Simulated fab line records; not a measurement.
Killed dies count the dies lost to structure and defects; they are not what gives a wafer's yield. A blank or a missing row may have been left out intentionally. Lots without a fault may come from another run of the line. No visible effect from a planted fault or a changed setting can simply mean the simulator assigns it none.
Comparing a struck lot with a sound one / flow n5 finfet / 23 steps out of a route of 1938
Sound: these wafers, L729.1, L729.4, L729.6. Struck: wafer L733.4 (left out: L733.3, a lot-mate that was not struck); the cause follows at the end.
Per side, at each step with rows, come the tool, then ch with its chambers, and then its first start. Under that, the readings that differ: sound wafers / struck wafers / difference of the means / sigmas: that difference in standard deviations of wafers without a fault.
alike: words and numbers the same on both sides, and readings whose means are apart by under 2 such deviations; not compared: readings that were withheld, readings missing a value for some wafer, numbers with overlapping values and no deviation given by the record, and bounds like >300 which may hide the same value.
A row with sigmas, a row that says differs or no value, or rows on one side alone: a step with any of these is where the two part. Numbers that don't overlap but have no deviation are shown without sigmas and don't part them. A reading missing from all wafers of one side parts the sides only when that side holds two or more wafers.

first, 9 steps without rows for these wafers: N5_MIM_BOT_LITHO_HARDBAKE_09 (time 120 s); N5_MIM_BOT_LITHO_DESCUM_10 (chemistry O2, time 7.9 s); N5_MIM_BOT_ETCH_ETCH_04 (etches SiNx in CF4/O2, target depth 26 nm, time 13 s); N5_MIM_BOT_ETCH_ETCH_03 (etches the open film in Cl2/BCl3, target depth 12 nm); N5_MIM_BOT_ETCH_ETCH_00 (etches TiN in Cl2/BCl3, target depth 45.5 nm); N5_MIM_BOT_ETCH_STRIP_01 (strips in O2); N5_MIM_BOT_ETCH_STRIP_02 (strips in post etch residue remover, time 1200 s); N5_MIM_BOT_ETCH_CLEAN_05 (cleans in IPA, time 180 s); N5_MIM_BOT_ETCH_SRD_06 (time 30 s).
N5_PASSIVATION_PECVD_55: deposits SiO2 from SiH4/N2O, target thk 400 nm, time 22.5 s.
  sound on pecvd-02 ch 0,1,2, day 13 18:23; struck on pecvd-02 ch 1, day 14 20:25
reading=model.SiO2_of_PASSIVATION_PECVD_55.thk nm (nm); sound=393.8 403.2 402; struck=362.2; difference=-37.5; sigmas=
  alike: heater power w, showerhead plenum p Torr, throttle valve pct
then, 11 steps without rows for these wafers: N5_PASSIVATION_PECVD_01 (deposits SiNx from SiH4/NH3/N2, target thk 200 nm, time 43.2 s); N5_PASSIVATION_HMDS_03 (time 60 s); N5_PASSIVATION_COAT_04; N5_PASSIVATION_EBR_06; N5_PASSIVATION_SOFTBAKE_05 (time 90 s); N5_PASSIVATION_EXPOSE_07 (exposes mask TV, defocus 0 nm, target cd 3000 nm); N5_PASSIVATION_PEB_08; N5_PASSIVATION_DEVELOP_09 (develop time 60 s); N5_PASSIVATION_HARDBAKE_11 (time 120 s); N5_PASSIVATION_DESCUM_12 (chemistry O2, time 7.9 s); N5_PASSIVATION_PASS_ETCH_74 (etches SiNx in CF4/O2, target depth 220 nm, time 110 s).
N5_PASSIVATION_VIA_ETCH_13: etches SiO2 in CHF3/O2, target depth 660 nm, time 330 s.
  sound on rie diel-02 ch 0,2,3, day 13 20:13; struck on rie diel-04 ch 2, day 14 21:21
reading=etch rf on time s (s); sound=238 238 235; struck=210; difference=-27; sigmas=-6
reading=throttle valve pct (%); sound=19.19 18.76 18.71; struck=18.30; difference=-0.59; sigmas=-2
  alike: bias w, drypump motor current A, oes product au, rf vpp V, showerhead plenum p Torr
  not compared: rf hours counter h, model.coat_of_PASSIVATION_COAT_04.thk nm
then, 1 step without rows for these wafers: N5_PASSIVATION_STRIP_14 (strips in O2).

== WHERE THEY PART ==
Within this record, at N5_PASSIVATION_VIA_ETCH_13 only.

WHY: what had been put in by the simulator
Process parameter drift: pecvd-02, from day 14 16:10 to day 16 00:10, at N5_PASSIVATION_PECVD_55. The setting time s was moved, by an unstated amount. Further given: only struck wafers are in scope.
